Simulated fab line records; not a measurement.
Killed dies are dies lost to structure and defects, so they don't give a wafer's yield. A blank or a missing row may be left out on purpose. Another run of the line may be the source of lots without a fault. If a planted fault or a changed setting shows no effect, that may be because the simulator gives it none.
A lot that was struck, set against a sound lot | flow nand_harc | 15 out of 1159 route steps
Sound: these wafers, L160.3, L160.5, L160.6. Struck: wafer L165.6 (left out: L165.4, L165.5 of the same lot, which were not struck); the cause appears at the end.
Per side, at each step with rows, come the tool, then ch with its chambers, and then its first start. Under that, the readings that differ: sound wafers | struck wafers | difference of the means | sigmas: that difference in standard deviations of wafers without a fault.
alike: readings whose means differ by less than 2 such deviations, and words and numbers that are the same on both sides. not compared: withheld readings, readings that some wafer has no value for, bounds like >300 that may hide the same value, and numbers for which the record gives no deviation and whose values overlap.
Wherever a step has rows on one side only, a row that says differs or no value, or a row with sigmas, the two part there. When numbers do not overlap yet have no deviation, they are printed without sigmas and do not part them. A reading that every wafer of one side lacks parts them only if that side has two wafers or more.

first, 1 step without rows for these wafers: NHARC_A_ONON_D1_DEP_06 (target thk 1000 nm).
NHARC_A_ONON_D1_THK_MEAS_08: measures by ellipsometry.
  sound: film_metro-01 at day 10 19:40; struck: film_metro-01 at day 11 16:17
  alike: thk_nm
following that, 1 step holds no rows for these wafers, namely NHARC_A_ONON_D1_DEP_09 (target thickness 1000 nm).
NHARC_A_ONON_D1_THK_MEAS_11: measures by ellipsometry.
  sound: film_metro-01 at day 10 20:14; struck: film_metro-02 at day 11 16:50
  reading     | sound          | struck | difference | sigmas
  thk_nm (nm) | 1015 1016 1017 | 996    | -20        | -2
following that, 1 step holds no rows for these wafers, namely NHARC_A_ONON_D1_DEP_12 (target thickness 1000 nm).
NHARC_A_ONON_D1_THK_MEAS_14: measures by ellipsometry.
  sound: film_metro-01 at day 10 20:49; struck: film_metro-02 at day 11 17:25
  alike: thk_nm
then, 2 steps without rows for these wafers: NHARC_A_ONON_D1_ANNEAL_15 (time 3600 s); NHARC_A_ONON_D1_DEP_16 (target thk 1000 nm).
NHARC_A_ONON_D1_THK_MEAS_18: measures by ellipsometry.
  sound: film_metro-01 at day 11 04:13; struck: film_metro-01 at day 12 00:29
  alike: thk_nm
following that, 1 step holds no rows for these wafers, namely NHARC_A_ONON_D1_DEP_19 (target thickness 1000 nm).
NHARC_A_ONON_D1_THK_MEAS_21: measures by ellipsometry.
  sound: film_metro-01 at day 11 04:47; struck: film_metro-02 at day 12 01:03
  alike: thk_nm
NHARC_A_ONON_D1_DEP_22: target thk 1000 nm.
  sound on pecvd_onon-03 ch 0, day 11 04:57; struck on pecvd_onon-03 ch 0, day 12 01:17
  alike: susceptor_temp_C
NHARC_A_ONON_D1_THK_MEAS_24: measures by ellipsometry.
  sound: film_metro-02 at day 11 05:21; struck: film_metro-01 at day 12 01:37
  reading     | sound          | struck | difference | sigmas
  thk_nm (nm) | 1004 1006 1004 | 1499   | +494       | +59
following that, 1 step holds no rows for these wafers, namely NHARC_A_ONON_D1_DEP_25 (target thickness 1000 nm).
-- jump in the record: it breaks off in module A_ONON_D1 and resumes in module END (first step shown: number 1159 of the route), and 12 days separate the struck wafers' starts before and after --
NHARC_END_SORT_01:
  sound on prober-02 ch 0, day 22 03:23; struck on prober-01 ch 0, day 23 20:44
  reading             | sound    | struck | difference | sigmas
  killed_at_array     | 27 31 27 | 664    | +636       | +66
  killed_at_periphery | 1 2 1    | 12     | +11        | +4
  killed_dies         | 29 33 28 | 677    | +647       | +65
  alike: killed_at_other, killed_open, killed_short

## WHERE THEY PART
At NHARC_A_ONON_D1_THK_MEAS_11 first; at NHARC_END_SORT_01 last (within this record only).

WHY: what had been put in by the simulator
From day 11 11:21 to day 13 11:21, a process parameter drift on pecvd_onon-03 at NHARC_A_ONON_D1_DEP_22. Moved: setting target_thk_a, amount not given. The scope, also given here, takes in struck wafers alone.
